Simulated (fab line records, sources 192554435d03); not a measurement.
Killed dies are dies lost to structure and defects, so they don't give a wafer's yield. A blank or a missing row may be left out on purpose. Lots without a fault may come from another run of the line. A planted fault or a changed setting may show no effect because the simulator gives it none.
fab line records | flow n5_finfet
record lots=10 wafers=30 last_day=20
route steps=1938 shown WELL_APT@46 PMOS_HMC_CHANNEL_EPI@74 FIN_SAQP@98
lots that met no fault: from a run of the same line without faults
start_h: hours from the record's first day to the start of the lot's first wafer shown | wait_h: hours since the lot's step before | " the same as in the row above | L1.1+2: a row that stands for several wafers | - no value, or no start given | * or withheld: withheld | < > ~ a bound
route shown NAME@n: a module of which the file shows steps, and the number in the route of the first | usual: mean/standard deviation of fault-free wafers | same: alike in all rows | chamber/n: place in a boat | sites: the reading at each site | _std_site: their standard deviation | _edge_site: outer sites' mean less inner sites' | radius_mm: how far each site lies from the wafer's centre | mask NAME#n: copy n | behind: the tool/chamber that last shaped the wafer | hold: why the lot was held/for how many hours/how that ended | device: the transistor (n, p or np) that didn't switch | end of line: the same wafers' tests at the end of the route | a step without rows: its recipe alone | killed: dies lost to structure and defects at the first sort, not the wafer's yield | map: a wafer's dies, x killed, . not, _ none there
set.NAME: the setting as run; set.NAME@STEP: as run at that earlier step | model.NAME: the simulator's own value behind a step, which no gauge read
steps of the route over a sample of lots; a table a step, a row a wafer
services: from which hour (start_h, from the record's first day; less than 0 if before it) a tool's chamber was out of use, for how many hours, and why
## steps
# step N5_WELL_APT_DESCUM_30
# recipe chemistry=O2 time_s=7.9 source_power_w=50 bias_power_w=20 pressure_mtorr=20 rf_frequency_hz=2.712e+07 temp_c=40 o2_flow_sccm=225
# usual drypump_motor_current_A=5.6/0.5 oes_product_au=0.81/0.1 rf_vpp_V=243.1/1.5 showerhead_plenum_p_Torr=2.09/0.088 temp_c=39.97/0.1 throttle_valve_pct=20.40/0.17
# columns lot.wafer tool chamber start_h wait_h drypump_motor_current_A oes_product_au rf_hours_counter_h rf_vpp_V showerhead_plenum_p_Torr temp_c throttle_valve_pct
L243.1 rie_diel-01 0 15.20 0.0 5.7 0.87 40 244.5 2.13 39.94 20.26
L243.4 " 3 " " 6.3 0.69 233 243.5 2.07 40.04 20.77
L243.6 " 1 " " 5.1 0.68 - 241.3 1.98 39.88 20.64
L246.1 rie_diel-03 0 32.97 0.0 5.5 0.71 204 241.7 2.07 40.04 20.31
L246.4 " 2 " " 5.3 0.76 156 241.9 2.00 40.00 20.42
L246.5 " 3 " " 4.9 0.76 - 245.1 2.18 39.85 20.65
L247.1 rie_diel-04 3 38.89 0.1 6.1 0.70 209 240.8 1.98 40.13 20.56
L247.4 " 3 " " 6.0 0.70 - 241.0 1.98 40.03 20.58
L247.6 " 1 " " 5.0 0.70 - 239.7 1.98 40.03 20.41
L248.4 rie_diel-01 3 45.07 0.1 6.3 0.68 - 242.8 2.07 40.03 20.79
L248.5 " 2 " " 5.3 0.69 - 242.1 1.98 40.15 20.57
L248.6 " 0 " " 5.7 0.86 - 244.5 2.13 39.97 20.26
L250.1 rie_diel-04 2 57.32 0.1 6.1 0.86 53 244.2 2.13 39.86 20.20
L250.4 " 1 " " 5.1 0.69 - 242.4 1.98 40.02 20.41
L250.5 " 2 " " 6.1 0.86 - 243.5 2.14 39.93 20.21
L258.3 rie_diel-04 2 105.40 0.2 6.2 0.83 - 245.1 2.13 40.05 20.23
L258.4 " 0 " " 5.3 0.94 - 241.6 2.05 39.83 20.26
L258.6 " 2 " " 6.1 0.83 - 242.9 2.13 40.04 20.23
L262.2 rie_diel-03 3 129.14 0.1 4.8 0.73 190 242.4 2.17 39.80 20.71
L262.3 " 1 " " 6.5 0.89 38 245.4 2.22 39.94 20.32
L262.4 " 1 " " 6.5 0.90 - 244.5 2.22 40.06 20.31
L263.2 rie_diel-03 0 134.99 0.2 5.5 0.69 238 244.0 2.05 39.94 20.38
L263.4 " 1 " " 6.5 0.89 40 245.7 2.22 40.12 20.31
L263.5 " 2 " " 5.3 0.74 - 241.2 1.99 39.93 20.46
L265.2 rie_diel-01 0 146.86 0.0 5.7 0.82 82 243.1 2.12 39.88 20.30
L265.4 " 3 " " 6.3 0.92 - 242.6 2.06 40.06 20.46
L265.6 " 0 " " 5.7 0.82 - 244.6 2.12 39.94 20.31
L266.1 rie_diel-01 2 157.22 0.1 5.4 0.94 11 243.6 2.23 40.17 20.29
L266.2 " 1 " " 5.1 0.90 28 246.1 2.23 39.78 20.32
L266.5 " 3 " " 6.3 0.91 - 243.2 2.06 40.10 20.46
# step N5_PMOS_HMC_CHANNEL_EPI_FIN_RECESS_16
# recipe chemistry=HBr/Cl2 target=Si mask_material=SiO2 target_depth_a=540 time_s=18 pressure_mtorr=10 icp_w=800 bias_w=75 HBr_flow_sccm=150 Cl2_flow_sccm=80
# usual drypump_motor_current_A=5.7/0.45 oes_product_au=0.993/0.018 throttle_valve_pct=35.52/0.26
# columns lot.wafer tool chamber start_h wait_h drypump_motor_current_A oes_product_au rf_hours_counter_h throttle_valve_pct
L243.1 rie_si-06 0 17.69 0.0 6.0 0.998 185 35.38
L243.4 " 2 " " 5.2 0.968 50 36.02
L243.6 " 2 " " 5.2 0.973 - 36.02
L246.1 rie_si-02 0 35.66 0.0 6.3 1.009 10 35.20
L246.4 " 3 " " 6.0 0.959 38 35.61
L246.5 " 2 " " 5.3 1.010 - 35.26
L247.1 rie_si-01 2 41.95 0.0 5.3 1.008 6 35.60
L247.4 " 0 " " 5.2 0.995 122 35.49
L247.6 " 3 " " 5.2 1.033 - 35.33
L248.4 rie_si-06 1 48.00 0.0 6.1 0.986 161 35.83
L248.5 " 3 " " 5.4 0.986 - 35.22
L248.6 " 0 " " 5.9 0.994 - 35.39
L250.1 rie_si-01 3 60.46 0.0 5.1 1.031 201 35.37
L250.4 " 1 " " 5.3 0.977 110 35.70
L250.5 " 3 " " 5.1 1.031 - 35.35
L258.3 rie_si-02 0 108.63 0.0 6.3 1.001 11 35.21
L258.4 " 3 " " 6.0 0.959 39 35.60
L258.6 " 1 " " 6.2 0.992 - 35.54
L262.2 rie_si-01 3 131.81 0.0 5.1 1.030 1 35.17
L262.3 " 2 " " 5.3 0.995 8 35.61
L262.4 " 0 " " 5.2 0.992 123 35.49
L263.2 rie_si-02 1 137.78 0.0 6.2 1.002 7 35.54
L263.4 " 3 " " 6.0 0.975 40 35.61
L263.5 " 3 " " 6.0 0.969 - 35.61
L265.2 rie_si-02 0 150.72 0.0 6.3 0.999 12 35.20
L265.4 " 3 " " 6.0 0.964 40 35.59
L265.6 " 0 " " 6.3 1.010 - 35.20
L266.1 rie_si-06 2 160.04 0.0 5.2 0.967 53 36.02
L266.2 " 3 " " 5.4 0.994 72 35.21
L266.5 " 1 " " 6.2 0.983 - 35.82
# step N5_FIN_SAQP_PECVD_47
# recipe material=a-Si target_thk_a=450 temp_c=400 precursor=SiH4/He pressure_torr=3 rf_w=100 time_s=36.3
# usual heater_power_w=807/61 showerhead_plenum_p_Torr=5.65/0.035 throttle_valve_pct=18.5/1.1
# columns lot.wafer tool chamber start_h wait_h heater_power_w showerhead_plenum_p_Torr throttle_valve_pct
L243.1 pecvd-01 0 21.14 0.0 689 5.63 18.1
L243.4 " 1 " " 825 5.62 21.0
L243.6 " 1 " " 842 5.65 20.9
L246.1 pecvd-04 1 38.79 0.0 830 5.68 17.1
L246.4 " 2 " " 911 5.62 18.5
L246.5 " 0 " " 812 5.70 18.8
L247.1 pecvd-01 0 45.08 0.0 717 5.64 18.1
L247.4 " 1 " " 913 5.63 20.7
L247.6 " 1 " " 892 5.64 21.0
L248.4 pecvd-01 0 50.98 0.1 699 5.64 17.9
L248.5 " 1 " " 861 5.63 20.7
L248.6 " 2 " " 816 5.73 17.0
L250.1 pecvd-03 2 63.62 0.0 842 5.60 19.2
L250.4 " 1 " " 837 5.60 17.6
L250.5 " 0 " " 788 5.64 18.2
L258.3 pecvd-04 0 112.10 0.0 789 5.72 18.6
L258.4 " 0 " " 812 5.71 18.8
L258.6 " 1 " " 809 5.67 17.1
L262.2 pecvd-01 1 134.99 0.0 837 5.62 20.7
L262.3 " 2 " " 817 5.72 17.0
L262.4 " 1 " " 819 5.64 20.9
L263.2 pecvd-03 2 141.91 0.0 802 5.61 19.2
L263.4 " 0 " " 855 5.65 18.5
L263.5 " 2 " " 823 5.60 19.0
L265.2 pecvd-01 0 153.95 0.0 771 5.64 18.2
L265.4 " 0 " " 789 5.64 18.2
L265.6 " 1 " " 819 5.64 20.7
L266.1 pecvd-01 0 163.06 0.0 794 5.64 18.2
L266.2 " 1 " " 795 5.64 20.7
L266.5 " 2 " " 739 5.71 16.8
# step N5_FIN_SAQP_PECVD_06
# recipe material=a-Si target_thk_a=600 temp_c=400 precursor=SiH4/He pressure_torr=3 rf_w=100 time_s=48.1
# usual heater_power_w=811/58 showerhead_plenum_p_Torr=5.66/0.036 throttle_valve_pct=18.5/1.1
# columns lot.wafer tool chamber start_h wait_h heater_power_w showerhead_plenum_p_Torr throttle_valve_pct
L243.1 pecvd-01 0 21.26 0.0 818 5.66 18.3
L243.4 " 1 " " 860 5.62 20.9
L243.6 " 1 " " 873 5.64 20.9
L246.1 pecvd-04 1 38.87 0.0 822 5.67 17.1
L246.4 " 2 " " 793 5.63 18.3
L246.5 " 0 " " 729 5.73 18.8
L247.1 pecvd-01 0 45.20 0.0 781 5.65 18.4
L247.4 " 1 " " 848 5.64 20.9
L247.6 " 1 " " 856 5.64 20.9
L248.4 pecvd-01 0 51.07 0.0 733 5.63 18.2
L248.5 " 1 " " 871 5.63 21.0
L248.6 " 2 " " 816 5.71 17.0
L250.1 pecvd-03 2 63.70 0.0 769 5.60 19.2
L250.4 " 1 " " 771 5.61 17.6
L250.5 " 0 " " 771 5.65 18.5
L258.3 pecvd-04 0 112.18 0.0 724 5.71 19.0
L258.4 " 0 " " 731 5.73 18.6
L258.6 " 1 " " 826 5.69 17.3
L262.2 pecvd-01 1 135.07 0.0 874 5.63 20.9
L262.3 " 2 " " 782 5.70 17.1
L262.4 " 1 " " 873 5.64 20.6
L263.2 pecvd-03 2 142.00 0.0 792 5.61 19.3
L263.4 " 0 " " 821 5.66 18.6
L263.5 " 2 " " 816 5.59 19.0
L265.2 pecvd-01 0 154.03 0.0 811 5.65 18.5
L265.4 " 0 " " 833 5.65 18.3
L265.6 " 1 " " 871 5.63 20.7
L266.1 pecvd-01 0 163.14 0.0 729 5.65 18.5
L266.2 " 1 " " 874 5.64 20.6
L266.5 " 2 " " 833 5.71 17.0
# step N5_FIN_SAQP_THK_MEAS_07
# usual thk_nm=59.9/0.73
# columns lot.wafer tool chamber start_h wait_h thk_nm
L243.1 film_metro-02 - 21.38 0.1 59.4
L243.4 " - " " 59.6
L243.6 " - " " 60.2
L246.1 film_metro-02 - 38.96 0.1 60.3
L246.4 " - " " 61.1
L246.5 " - " " 61.1
L247.1 film_metro-02 - 45.32 0.1 59.6
L247.4 " - " " 59.4
L247.6 " - " " 59.8
L248.4 film_metro-02 - 51.13 0.0 60.6
L248.5 " - " " 60.3
L248.6 " - " " 61.2
L250.1 film_metro-01 - 63.79 0.1 58.3
L250.4 " - " " 58.9
L250.5 " - " " 58.9
L258.3 film_metro-01 - 112.27 0.1 59.2
L258.4 " - " " 60.6
L258.6 " - " " 52.9
L262.2 film_metro-01 - 135.18 0.1 58.6
L262.3 " - " " 59.4
L262.4 " - " " 60.4
L263.2 film_metro-01 - 142.08 0.1 59.1
L263.4 " - " " 60.5
L263.5 " - " " 59.8
L265.2 film_metro-02 - 154.12 0.1 60.0
L265.4 " - " " 60.3
L265.6 " - " " 59.7
L266.1 film_metro-01 - 163.23 0.1 60.0
L266.2 " - " " 58.8
L266.5 " - " " 60.6
# step N5_FIN_SAQP_MANDREL_ETCH_22
# recipe target_depth_a=600 chemistry=HBr/Cl2 target=a-Si stop_on=SiNx bt_time_s=10 over_etch_frac=0.5 time_s=30 pressure_mtorr=10 icp_w=800 bias_w=75 HBr_flow_sccm=150 Cl2_flow_sccm=80 ends=end_point
# usual drypump_motor_current_A=5.5/0.32 oes_product_au=0.768/0.012 throttle_valve_pct=35.39/0.23
# columns lot.wafer tool chamber start_h wait_h drypump_motor_current_A oes_product_au rf_hours_counter_h throttle_valve_pct
L243.1 rie_si-05 1 22.50 0.0 5.4 0.775 68 35.53
L243.4 " 2 " " 5.6 0.763 97 35.48
L243.6 " 2 " " 5.6 0.770 - 35.49
L246.1 rie_si-05 0 39.85 0.0 5.4 0.765 203 35.57
L246.4 " 3 " " 5.3 0.781 168 35.63
L246.5 " 2 " " 5.6 0.778 - 35.47
L247.1 rie_si-05 2 46.20 0.0 5.6 0.766 97 35.49
L247.4 " 3 " " 5.3 0.771 168 35.62
L247.6 " 2 " " 5.6 0.763 - 35.48
L248.4 rie_si-05 3 52.05 0.1 5.3 0.778 - 35.60
L248.5 " 2 " " 5.6 0.771 - 35.47
L248.6 " 1 " " 5.4 0.783 - 35.52
L250.1 rie_si-05 1 64.66 0.0 5.5 0.759 69 35.58
L250.4 " 2 " " 5.6 0.762 - 35.49
L250.5 " 3 " " 5.3 0.765 - 35.65
L258.3 rie_si-03 1 113.16 0.0 5.6 0.755 41 35.48
L258.4 " 2 " " 6.1 0.787 129 35.09
L258.6 " 1 " " 5.6 0.712 - 35.59
L262.2 rie_si-04 1 136.02 0.0 5.9 0.788 21 35.18
L262.3 " 2 " " 5.2 0.775 81 35.21
L262.4 " 0 " " 5.9 0.767 30 35.33
L263.2 rie_si-05 2 142.95 0.0 5.6 0.765 99 35.49
L263.4 " 1 " " 5.4 0.781 - 35.53
L263.5 " 0 " " 5.4 0.785 - 35.61
L265.2 rie_si-04 0 154.99 0.0 5.9 0.767 30 35.34
L265.4 " 2 " " 5.2 0.781 82 35.18
L265.6 " 3 " " 5.7 0.743 - 35.31
L266.1 rie_si-03 0 163.97 0.0 5.3 0.763 101 35.20
L266.2 " 1 " " 5.6 0.744 42 35.50
L266.5 " 1 " " 5.6 0.761 - 35.46
## services
# columns tool chamber start_h hours kind
rie_si-01 0 -6.77 6.2 repair
rie_si-06 3 -4.23 5.1 repair
rie_diel-01 2 -2.01 3.1 repair
rie_diel-01 - 1.08 4.0 pm
pecvd-03 1 23.26 4.8 repair
rie_si-05 3 28.67 7.0 repair
pecvd-04 1 48.46 5.0 repair
pecvd-03 - 57.65 0.5 repair
rie_si-01 - 77.55 2.8 pm
pecvd-01 2 87.25 2.8 repair
rie_si-01 2 92.82 5.7 repair
rie_diel-04 3 103.26 4.3 repair
rie_si-05 - 106.04 14.6 pm
pecvd-01 2 110.55 7.9 repair
pecvd-03 0 112.17 8.8 repair
rie_si-01 0 118.83 8.0 repair
rie_si-06 1 120.58 5.2 repair
rie_si-05 3 121.01 25.2 repair
rie_si-05 2 121.05 1.9 repair
rie_diel-01 - 129.43 10.9 repair
rie_si-06 0 137.74 3.3 repair
rie_diel-04 3 138.33 9.4 repair
rie_diel-01 2 143.52 8.2 repair
rie_si-05 1 157.93 2.6 repair
## key
first_sign step=N5_FIN_SAQP_THK_MEAS_07 reading=thk_nm direction=down sigmas=9.5 usual=* struck=*
effect step=N5_FIN_SAQP_MANDREL_ETCH_22 reading=oes_product_au direction=down sigmas=4.6 usual=0.768 struck=0.712
met_at N5_FIN_SAQP_PECVD_06
struck_lots L258
struck_wafers L258.6
tester_left_out L258
not_acting_at N5_WELL_APT_DESCUM_30,N5_PMOS_HMC_CHANNEL_EPI_FIN_RECESS_16,N5_FIN_SAQP_PECVD_47
onset_between 38.87 112.18
fault kind=process_parameter_drift tool=pecvd-04 chamber=1 onset_h=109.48 steps=N5_FIN_SAQP_PECVD_06 channel=time_s offset=* shape=step end_h=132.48 acts_in=* stated=*
# tester_left_out: of these lots the tester's yield and bins aren't shown, on N5 and GAA mostly nor the transistor test; their killed dies are dies lost to structure and defects alone, not to doping, threshold or leakage, so they don't give the yield
